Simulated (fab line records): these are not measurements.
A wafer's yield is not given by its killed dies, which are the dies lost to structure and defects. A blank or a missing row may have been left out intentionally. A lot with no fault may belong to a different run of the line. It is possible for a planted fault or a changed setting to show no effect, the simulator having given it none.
Which of the tools did it? :: flow n5Finfet :: 13 lots with 39 wafers sampled at 4 steps, on a route of 1938 steps

## WHAT THE GAUGES READ, wafer by wafer
The record holds no reading of a measuring or inspecting step that can be judged against a usual standard deviation.

## TOOL THAT RAN EACH LOT (tool first, then ch and the chambers of the sampled wafers, then the start)
lot: L853
N5_BEOL_M4_ECD_50: ecdCu-02 ch 0,1, day 8 19:20
N5_PASSIVATION_AL_DEP_21: pvdSputter-03, day 12 23:10
N5_PASSIVATION_PECVD_35: pecvd-03 ch 1,2, day 13 00:59
N5_PASSIVATION_PROBE_49: prober-01, day 13 04:39

lot: L852
N5_BEOL_M4_ECD_50: ecdCu-02 ch 0,1, day 8 20:59
N5_PASSIVATION_AL_DEP_21: pvdSputter-03, day 12 18:18
N5_PASSIVATION_PECVD_35: pecvd-04 ch 0,1,2, day 12 20:16
N5_PASSIVATION_PROBE_49: prober-01, day 13 00:05

lot: L857
N5_BEOL_M4_ECD_50: ecdCu-02 ch 0,1, day 9 11:32
N5_PASSIVATION_AL_DEP_21: pvdSputter-03, day 13 14:16
N5_PASSIVATION_PECVD_35: pecvd-01 ch 0,1,2, day 13 16:12
N5_PASSIVATION_PROBE_49: prober-01, day 13 19:58

lot: L855
N5_BEOL_M4_ECD_50: ecdCu-02 ch 0,1, day 9 18:46
N5_PASSIVATION_AL_DEP_21: pvdSputter-01, day 14 01:25
N5_PASSIVATION_PECVD_35: pecvd-03 ch 0,1,2, day 14 03:13
N5_PASSIVATION_PROBE_49: prober-02, day 14 06:55

lot: L856
N5_BEOL_M4_ECD_50: ecdCu-02 ch 0,1, day 9 21:37
N5_PASSIVATION_AL_DEP_21: pvdSputter-01, day 14 14:42
N5_PASSIVATION_PECVD_35: pecvd-04 ch 0,1,2, day 14 16:48
N5_PASSIVATION_PROBE_49: prober-01, day 14 20:25

lot: L859
N5_BEOL_M4_ECD_50: ecdCu-02 ch 0,1, day 10 07:06
N5_PASSIVATION_AL_DEP_21: pvdSputter-02, day 14 15:00
N5_PASSIVATION_PECVD_35: pecvd-03 ch 0,1, day 14 16:55
N5_PASSIVATION_PROBE_49: prober-01, day 14 20:46

lot: L863
N5_BEOL_M4_ECD_50: ecdCu-02 ch 0,1, day 10 20:02
N5_PASSIVATION_AL_DEP_21: pvdSputter-01, day 15 09:41
N5_PASSIVATION_PECVD_35: pecvd-01 ch 0,1, day 15 11:35
N5_PASSIVATION_PROBE_49: prober-02, day 15 15:17

lot: L864
N5_BEOL_M4_ECD_50: ecdCu-01 ch 0,1, day 11 21:05
N5_PASSIVATION_AL_DEP_21: pvdSputter-02, day 15 18:48
N5_PASSIVATION_PECVD_35: pecvd-03 ch 0,2, day 15 20:50
N5_PASSIVATION_PROBE_49: prober-02, day 16 00:54

lot: L868
N5_BEOL_M4_ECD_50: ecdCu-01 ch 0,1, day 12 07:25
N5_PASSIVATION_AL_DEP_21: pvdSputter-03, day 16 10:34
N5_PASSIVATION_PECVD_35: pecvd-04 ch 0,1,2, day 16 12:29
N5_PASSIVATION_PROBE_49: prober-02, day 16 16:14

lot: L870
N5_BEOL_M4_ECD_50: ecdCu-01 ch 0,1, day 12 21:59
N5_PASSIVATION_AL_DEP_21: pvdSputter-03, day 17 02:39
N5_PASSIVATION_PECVD_35: pecvd-03 ch 1,2, day 17 04:34
N5_PASSIVATION_PROBE_49: prober-01, day 17 08:12

lot: L872
N5_BEOL_M4_ECD_50: ecdCu-02 ch 0,1, day 13 11:31
N5_PASSIVATION_AL_DEP_21: pvdSputter-03, day 17 18:14
N5_PASSIVATION_PECVD_35: pecvd-04 ch 1,2, day 18 06:32
N5_PASSIVATION_PROBE_49: prober-01, day 18 10:46

lot: L871
N5_BEOL_M4_ECD_50: ecdCu-01 ch 0,1, day 13 11:40
N5_PASSIVATION_AL_DEP_21: pvdSputter-03, day 17 05:50
N5_PASSIVATION_PECVD_35: pecvd-03 ch 0,1,2, day 17 08:28
N5_PASSIVATION_PROBE_49: prober-02, day 17 12:11

lot: L873
N5_BEOL_M4_ECD_50: ecdCu-01 ch 0,1, day 13 13:22
N5_PASSIVATION_AL_DEP_21: pvdSputter-02, day 17 18:41
N5_PASSIVATION_PECVD_35: pecvd-01 ch 0,2, day 17 20:43
N5_PASSIVATION_PROBE_49: prober-02, day 18 00:35
- N5_BEOL_M4_ECD_50: material Cu, target thk 300 nm.
- N5_PASSIVATION_AL_DEP_21: deposits Al, target thk 2800 nm, time 170 s.
- N5_PASSIVATION_PECVD_35: deposits SiNx from SiH4/NH3/N2, target thk 700 nm, time 151.3 s.
- N5_PASSIVATION_PROBE_49

## AS READ BY THE TOOLS THEMSELVES (means over the sampled wafers that have a number; for cases with no such wafer, the mark the record gives instead)
N5_PASSIVATION_AL_DEP_21. Usual: throttleValvePct 30.3 %, standard deviation 1.
lot: L853
tool: pvdSputter-03
throttleValvePct (%): 30.6
flag: 

lot: L852
tool: pvdSputter-03
throttleValvePct (%): 30.8
flag: 

lot: L857
tool: pvdSputter-03
throttleValvePct (%): 30.4
flag: 

lot: L855
tool: pvdSputter-01
throttleValvePct (%): 31.4
flag: 

lot: L856
tool: pvdSputter-01
throttleValvePct (%): 31.2
flag: 

lot: L859
tool: pvdSputter-02
throttleValvePct (%): 29.3
flag: 

lot: L863
tool: pvdSputter-01
throttleValvePct (%): 31.0
flag: 

lot: L864
tool: pvdSputter-02
throttleValvePct (%): 29.1
flag: 

lot: L868
tool: pvdSputter-03
throttleValvePct (%): 30.3
flag: 

lot: L870
tool: pvdSputter-03
throttleValvePct (%): 31.4
flag: 

lot: L872
tool: pvdSputter-03
throttleValvePct (%): 31.4
flag: 

lot: L871
tool: pvdSputter-03
throttleValvePct (%): 31.0
flag: 

lot: L873
tool: pvdSputter-02
throttleValvePct (%): 29.5
flag: 

N5_PASSIVATION_PECVD_35. Usual: heaterPowerW 397 W, standard deviation 100; showerheadPlenumPTorr 8.71 Torr, standard deviation 0.086; throttleValvePct 29.8 %, standard deviation 1.2.
lot: L853
tool: pecvd-03
heaterPowerW (W): 378
showerheadPlenumPTorr (Torr): 8.68
throttleValvePct (%): 28.9
flag: 

lot: L852
tool: pecvd-04
heaterPowerW (W): 326
showerheadPlenumPTorr (Torr): 8.73
throttleValvePct (%): 30.7
flag: 

lot: L857
tool: pecvd-01
heaterPowerW (W): 426
showerheadPlenumPTorr (Torr): 8.67
throttleValvePct (%): 29.1
flag: 

lot: L855
tool: pecvd-03
heaterPowerW (W): 455
showerheadPlenumPTorr (Torr): 8.69
throttleValvePct (%): 29.0
flag: 

lot: L856
tool: pecvd-04
heaterPowerW (W): 318
showerheadPlenumPTorr (Torr): 8.73
throttleValvePct (%): 30.8
flag: 

lot: L859
tool: pecvd-03
heaterPowerW (W): 492
showerheadPlenumPTorr (Torr): 8.72
throttleValvePct (%): 29.3
flag: 

lot: L863
tool: pecvd-01
heaterPowerW (W): 362
showerheadPlenumPTorr (Torr): 8.66
throttleValvePct (%): 29.4
flag: 

lot: L864
tool: pecvd-03
heaterPowerW (W): 359
showerheadPlenumPTorr (Torr): 8.69
throttleValvePct (%): 28.8
flag: 

lot: L868
tool: pecvd-04
heaterPowerW (W): 357
showerheadPlenumPTorr (Torr): 8.73
throttleValvePct (%): 30.7
flag: 

lot: L870
tool: pecvd-03
heaterPowerW (W): 391
showerheadPlenumPTorr (Torr): 8.68
throttleValvePct (%): 29.0
flag: 

lot: L872
tool: pecvd-04
heaterPowerW (W): 331
showerheadPlenumPTorr (Torr): 8.63
throttleValvePct (%): 31.5
flag: 

lot: L871
tool: pecvd-03
heaterPowerW (W): 444
showerheadPlenumPTorr (Torr): 8.69
throttleValvePct (%): 29.1
flag: 

lot: L873
tool: pecvd-01
heaterPowerW (W): 510
showerheadPlenumPTorr (Torr): 8.71
throttleValvePct (%): 28.8
flag: 

N5_PASSIVATION_PROBE_49. Usual: defectLimitedYield 91.1 %, standard deviation 1.4; killed_at_M0_to_M3 32, standard deviation 9.3; killed_at_M4_up 13, standard deviation 5.8; killedAtContacts 12, standard deviation 6.3; killedAtFrontEnd 44, standard deviation 12; killedAtOther 3.6, standard deviation 2.7; killedDies 104, standard deviation 17; killedOnRim 14, standard deviation 3.9; killedOpen 69, standard deviation 13; killedShort 34, standard deviation 6.9; sort_bin_5_function 5.2 %, standard deviation 0.98; sort_bin_6_memory 3.3 %, standard deviation 0.59; sort_bin_8_speed 0.01 %, standard deviation 0.039; sortNPass 1075, standard deviation 17; sortYieldPct 91.1 %, standard deviation 1.4.
lot: L853
tool: prober-01
defectLimitedYield (%): 91.5
killed_at_M0_to_M3: 28
killed_at_M4_up: 15
killedAtContacts: 10
killedAtFrontEnd: 46
killedAtOther: 1.3
killedDies: 100
killedOnRim: 14
killedOpen: 66
killedShort: 32
sort_bin_5_function (%): 5.1
sort_bin_6_memory (%): 3.1
sort_bin_8_speed (%): 0.00
sortNPass: 1080
sortYieldPct (%): 91.5
flag: 

lot: L852
tool: prober-01
defectLimitedYield (%): 91.2
killed_at_M0_to_M3: 33
killed_at_M4_up: 9
killedAtContacts: 11
killedAtFrontEnd: 46
killedAtOther: 3.7
killedDies: 104
killedOnRim: 17
killedOpen: 65
killedShort: 35
sort_bin_5_function (%): 5.3
sort_bin_6_memory (%): 3.1
sort_bin_8_speed (%): 0.00
sortNPass: 1076
sortYieldPct (%): 91.2
flag: 

lot: L857
tool: prober-01
defectLimitedYield (%): 90.6
killed_at_M0_to_M3: 24
killed_at_M4_up: 10
killedAtContacts: 11
killedAtFrontEnd: 62
killedAtOther: 3.7
killedDies: 111
killedOnRim: 19
killedOpen: 76
killedShort: 35
sort_bin_5_function (%): 5.8
sort_bin_6_memory (%): 3.3
sort_bin_8_speed (%): 0.00
sortNPass: 1069
sortYieldPct (%): 90.6
flag: 

lot: L855
tool: prober-02
defectLimitedYield (%): 92.5
killed_at_M0_to_M3: 32
killed_at_M4_up: 12
killedAtContacts: 7
killedAtFrontEnd: 34
killedAtOther: 4.0
killedDies: 88
killedOnRim: 14
killedOpen: 57
killedShort: 30
sort_bin_5_function (%): 4.5
sort_bin_6_memory (%): 2.6
sort_bin_8_speed (%): 0.00
sortNPass: 1092
sortYieldPct (%): 92.5
flag: 

lot: L856
tool: prober-01
defectLimitedYield (%): 72.4
killed_at_M0_to_M3: 21
killed_at_M4_up: 259
killedAtContacts: 6
killedAtFrontEnd: 38
killedAtOther: 1.3
killedDies: 325
killedOnRim: 42
killedOpen: 51
killedShort: 31
sort_bin_5_function (%): 17.7
sort_bin_6_memory (%): 7.9
sort_bin_8_speed (%): 0.03
sortNPass: 854
sortYieldPct (%): 72.4
flag: OFF

lot: L859
tool: prober-01
defectLimitedYield (%): 73.1
killed_at_M0_to_M3: 29
killed_at_M4_up: 250
killedAtContacts: 4
killedAtFrontEnd: 27
killedAtOther: 8.7
killedDies: 318
killedOnRim: 44
killedOpen: 50
killedShort: 22
sort_bin_5_function (%): 17.8
sort_bin_6_memory (%): 7.1
sort_bin_8_speed (%): 0.00
sortNPass: 862
sortYieldPct (%): 73.1
flag: OFF

lot: L863
tool: prober-02
defectLimitedYield (%): 53.0
killed_at_M0_to_M3: 25
killed_at_M4_up: 490
killedAtContacts: 8
killedAtFrontEnd: 31
killedAtOther: 1.0
killedDies: 555
killedOnRim: 72
killedOpen: 46
killedShort: 28
sort_bin_5_function (%): 31.1
sort_bin_6_memory (%): 12.5
sort_bin_8_speed (%): 0.00
sortNPass: 625
sortYieldPct (%): 53.0
flag: OFF

lot: L864
tool: prober-02
defectLimitedYield (%): 91.4
killed_at_M0_to_M3: 33
killed_at_M4_up: 21
killedAtContacts: 7
killedAtFrontEnd: 39
killedAtOther: 0.7
killedDies: 101
killedOnRim: 11
killedOpen: 63
killedShort: 37
sort_bin_5_function (%): 5.2
sort_bin_6_memory (%): 3.2
sort_bin_8_speed (%): 0.00
sortNPass: 1079
sortYieldPct (%): 91.4
flag: 

lot: L868
tool: prober-02
defectLimitedYield (%): 89.3
killed_at_M0_to_M3: 36
killed_at_M4_up: 9
killedAtContacts: 12
killedAtFrontEnd: 65
killedAtOther: 4.3
killedDies: 126
killedOnRim: 16
killedOpen: 87
killedShort: 37
sort_bin_5_function (%): 6.2
sort_bin_6_memory (%): 3.8
sort_bin_8_speed (%): 0.00
sortNPass: 1054
sortYieldPct (%): 89.3
flag: 

lot: L870
tool: prober-01
defectLimitedYield (%): 90.8
killed_at_M0_to_M3: 34
killed_at_M4_up: 14
killedAtContacts: 16
killedAtFrontEnd: 40
killedAtOther: 4.3
killedDies: 108
killedOnRim: 16
killedOpen: 75
killedShort: 33
sort_bin_5_function (%): 5.5
sort_bin_6_memory (%): 3.5
sort_bin_8_speed (%): 0.00
sortNPass: 1072
sortYieldPct (%): 90.8
flag: 

lot: L872
tool: prober-01
defectLimitedYield (%): 93.1
killed_at_M0_to_M3: 26
killed_at_M4_up: 10
killedAtContacts: 10
killedAtFrontEnd: 32
killedAtOther: 3.0
killedDies: 82
killedOnRim: 9
killedOpen: 53
killedShort: 26
sort_bin_5_function (%): 4.0
sort_bin_6_memory (%): 2.5
sort_bin_8_speed (%): 0.00
sortNPass: 1098
sortYieldPct (%): 93.1
flag: 

lot: L871
tool: prober-02
defectLimitedYield (%): 91.3
killed_at_M0_to_M3: 35
killed_at_M4_up: 12
killedAtContacts: 12
killedAtFrontEnd: 35
killedAtOther: 9.0
killedDies: 103
killedOnRim: 15
killedOpen: 71
killedShort: 30
sort_bin_5_function (%): 4.9
sort_bin_6_memory (%): 3.6
sort_bin_8_speed (%): 0.00
sortNPass: 1077
sortYieldPct (%): 91.3
flag: 

lot: L873
tool: prober-02
defectLimitedYield (%): 89.0
killed_at_M0_to_M3: 56
killed_at_M4_up: 8
killedAtContacts: 10
killedAtFrontEnd: 52
killedAtOther: 3.3
killedDies: 130
killedOnRim: 17
killedOpen: 87
killedShort: 40
sort_bin_5_function (%): 6.8
sort_bin_6_memory (%): 3.7
sort_bin_8_speed (%): 0.00
sortNPass: 1050
sortYieldPct (%): 89.0
flag: 

## THE ANSWER, worked out from the rows above alone
Rule: lot off if the mean of its wafers having a number is beyond 3 standard deviations from the usual mean. Also off: a lot with no number at a reading for which 4 or more lots have one. The other lots that the step has rows for count as sound. Order of review: gauges by route order, followed by the tools' own readings, for which a lot's mean as printed above is used. The first step at which some lot is off is used, and at that step the reading that is off furthest; a lot without a number counts as furthest.
Off, at N5_PASSIVATION_PROBE_49 on killed_at_M4_up: L856, L859, L863.
If a tool, at that step or one of the process steps before it, ran each lot that is off and ran no sound lot following the first of them, it fits. Not one of the candidates tried fits.

## WHAT THE SIMULATOR HAD PUT IN
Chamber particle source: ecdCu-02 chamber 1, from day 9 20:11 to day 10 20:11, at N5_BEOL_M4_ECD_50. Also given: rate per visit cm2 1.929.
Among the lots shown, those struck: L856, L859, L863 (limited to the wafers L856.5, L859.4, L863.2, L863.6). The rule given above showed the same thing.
